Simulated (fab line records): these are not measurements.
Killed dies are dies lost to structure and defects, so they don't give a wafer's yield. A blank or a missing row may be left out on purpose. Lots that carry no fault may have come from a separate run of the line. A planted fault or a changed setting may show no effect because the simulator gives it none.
Chamber matching	flow nand harc	4 sister chambers for NHARC_A_CHANNEL_FILL_D1_ETCHBACK_20 on rie diel-08
The step etches the open film in C4F8/O2/Ar, target depth 27 nm, time 13.5 s. 16 wafers are shown with their chamber, then 8 later ones without.

## WAFERS PAIRED WITH THEIR CHAMBERS
wafer	chamber	rf vpp V (V)	oes product au (a.u.)
L074.1	1	973	1.00
L074.3	0	976	1.00
L074.6	0	977	1.00
L077.1	1	971	1.01
L077.5	0	975	1.01
L077.6	1	973	1.01
L078.1	2	988	0.96
L078.3	0	976	0.97
L078.5	0	976	0.99
L079.1	1	974	1.01
L079.3	0	975	0.99
L079.5	0	975	0.99
L082.1	3	973	1.02
L082.4	1	972	1.01
L082.5	1	971	1.01
L088.1	1	974	0.93

SIGNATURES (means of the wafers above)
reading	chamber 0	chamber 1	chamber 2	chamber 3	scatter within a chamber
rf vpp V	975.71	972.57	988.00	973.00	1.05
oes product au	0.9929	0.9971	0.9600	1.0200	0.0229
Rule: for each reading, subtract the chamber's mean from the wafer's reading, divide by that reading's scatter and square the result; add these up over the readings and take the root, which gives the wafer's distance from the chamber. The wafer belongs to the nearest chamber; if the next one is less than 2 further off, it can't be placed. The scatter is the square root of a quotient: the sum, over the shown wafers, of each reading's squared deviation from its chamber's mean, divided by wafers minus chambers.

## WAFERS MISSING THEIR CHAMBER
wafer	rf vpp V (V)	oes product au (a.u.)
L088.3	977	0.92
L088.4	972	0.93
L094.2	972	0.99
L094.3	975	1.01
L094.5	988	0.99
L095.3	974	0.96
L095.4	976	0.98
L095.5	975	0.97

## THE CHAMBER EACH PASSED THROUGH
wafer	from the rows above	in truth
L088.3	can't be placed: 0 or 1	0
L088.4	can't be placed: 1 or 3 or 0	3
L094.2	can't be placed: 1 or 3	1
L094.3	can't be placed: 0 or 3 or 1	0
L094.5	2	2
L095.3	can't be placed: 1 or 0 or 3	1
L095.4	0	0
L095.5	can't be placed: 0 or 1 or 3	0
Placed correctly: 2 of 8. These rows do not allow placing 6 (true chamber among the candidates in 6). Number placed wrongly: 0.
